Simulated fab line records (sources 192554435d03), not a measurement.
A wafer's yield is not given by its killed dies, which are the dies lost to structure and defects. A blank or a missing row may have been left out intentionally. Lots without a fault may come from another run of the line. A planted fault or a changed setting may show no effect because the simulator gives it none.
Split-lot trial | flow n5_finfet | on a route of 1938 steps: 7 lots, 39 wafers read

## THE SPLIT ITSELF
At N5_STI_FIN_REVEAL_ALD_00 (deposits SiO2, target thk 1 nm, pulse time 1 s), the setting target_thk_a was moved away from the recipe's 10 angstrom on 15 of the 39 wafers read, by -52.3% to +29.7%. This setting was run at the recipe's value on the other wafers.

The split's own step is where the reading is taken.

## THE READING
SiO2_of_STI_FIN_REVEAL_ALD_00.thk_nm (the simulator's own value, which no gauge read), in nm, at N5_STI_FIN_REVEAL_ALD_00 (deposits SiO2, target thk 1 nm, pulse time 1 s). There is no usual value for it anywhere in the file.

wafer  | tool, chamber at the split | target_thk_a as run, angstrom | against the recipe | SiO2_of_STI_FIN_REVEAL_ALD_00.thk_nm, nm | against lot-mates on the recipe
L078.1 | ald_sin-03, 0,2,2          | 10                            | recipe             | 1                                        | -
L078.2 | ald_sin-03, 0,2,2          | 10                            | recipe             | 1                                        | -
L078.6 | ald_sin-03, 0,2,2          | 10                            | recipe             | 1                                        | -
L078.3 | ald_sin-03, 3,1,1          | 12.47                         | +24.7%             | 1.2                                      | +0.2
L078.4 | ald_sin-03, 3,1,1          | 12.47                         | +24.7%             | 1.2                                      | +0.2
L078.5 | ald_sin-03, 3,1,1          | 12.47                         | +24.7%             | 1.2                                      | +0.2
L082.1 | ald_sin-04, 1,3,1          | 6.518                         | -34.8%             | 0.6                                      | -0.4
L082.4 | ald_sin-04, 1,3,1          | 6.518                         | -34.8%             | 0.6                                      | -0.4
L082.5 | ald_sin-04, 1,3,1          | 6.518                         | -34.8%             | 0.6                                      | -0.4
L082.2 | ald_sin-04, 2,0,0          | 10                            | recipe             | 1                                        | -
L082.3 | ald_sin-04, 2,0,0          | 10                            | recipe             | 1                                        | -
L082.6 | ald_sin-04, 2,0,0          | 10                            | recipe             | 1                                        | -
L083.1 | ald_sin-02, 1,2,1          | 10                            | recipe             | 1                                        | -
L083.4 | ald_sin-02, 1,2,1          | 10                            | recipe             | 1                                        | -
L083.5 | ald_sin-02, 1,2,1          | 10                            | recipe             | 1                                        | -
L088.1 | ald_sin-03, 1,3,2,0,0,3    | 10                            | recipe             | 1                                        | -
L088.2 | ald_sin-03, 1,3,2,0,0,3    | 10                            | recipe             | 1                                        | -
L088.3 | ald_sin-03, 1,3,2,0,0,3    | 10                            | recipe             | 1                                        | -
L088.4 | ald_sin-03, 1,3,2,0,0,3    | 10                            | recipe             | 1                                        | -
L088.5 | ald_sin-03, 1,3,2,0,0,3    | 10                            | recipe             | 1                                        | -
L088.6 | ald_sin-03, 1,3,2,0,0,3    | 10                            | recipe             | 1                                        | -
L093.1 | ald_sin-02, 3,0            | 12.97                         | +29.7%             | 1.2                                      | +0.2
L093.4 | ald_sin-02, 3,0            | 12.97                         | +29.7%             | 1.2                                      | +0.2
L093.2 | ald_sin-02, 1,2,0          | 10                            | recipe             | 1                                        | -
L093.3 | ald_sin-02, 1,2,0          | 10                            | recipe             | 1                                        | -
L093.5 | ald_sin-02, 1,2,0          | 10                            | recipe             | 1                                        | -
L093.6 | ald_sin-02, 1              | 12.97                         | +29.7%             | 1.4                                      | +0.4
L094.1 | ald_sin-04, 0,1,0          | 4.772                         | -52.3%             | 0.4                                      | -0.6
L094.2 | ald_sin-04, 0,1,0          | 4.772                         | -52.3%             | 0.4                                      | -0.6
L094.5 | ald_sin-04, 0,1,0          | 4.772                         | -52.3%             | 0.4                                      | -0.6
L094.3 | ald_sin-04, 2,3,3          | 10                            | recipe             | 1                                        | -
L094.4 | ald_sin-04, 2,3,3          | 10                            | recipe             | 1                                        | -
L094.6 | ald_sin-04, 2,3,3          | 10                            | recipe             | 1                                        | -
L096.1 | ald_sin-03, 0,0,3          | 6.377                         | -36.2%             | 0.6                                      | -0.4
L096.5 | ald_sin-03, 0,0,3          | 6.377                         | -36.2%             | 0.6                                      | -0.4
L096.6 | ald_sin-03, 0,0,3          | 6.377                         | -36.2%             | 0.6                                      | -0.4
L096.2 | ald_sin-03, 2,3,1          | 10                            | recipe             | 1                                        | -
L096.3 | ald_sin-03, 2,3,1          | 10                            | recipe             | 1                                        | -
L096.4 | ald_sin-03, 2,3,1          | 10                            | recipe             | 1                                        | -
Where a row lists several chambers, the file gives one row for several wafers and doesn't say which wafer went through which chamber.

FIT RESULTS
A straight line over all 39 wafers: SiO2_of_STI_FIN_REVEAL_ALD_00.thk_nm changes by +0.0106 nm for each +1% of target_thk_a; r = +0.99; the points scatter about the line by 0.035 nm.
The same after taking each lot's own level away (the mean of its wafers on the recipe; 39 wafers): +0.0106 nm for each +1%; r = +0.99; scatter 0.035 nm.
That fit puts the effect of the largest move of target_thk_a on the reading at 0.55 nm.
The lots' own levels span 1.00 to 1.00 nm.
Hence the lot-to-lot level has little effect on the slope; both slopes agree.
Check: for one of the wafers moved furthest among these (-52.3%), held out of the fit, the line's prediction against its lot-mates is -0.565 nm. Against them it came out at -0.6 nm.

## FILE'S OWN FIT
SiO2_of_STI_FIN_REVEAL_ALD_00.thk_nm changes by +0.0108 nm for each +1% of target_thk_a, r = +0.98.
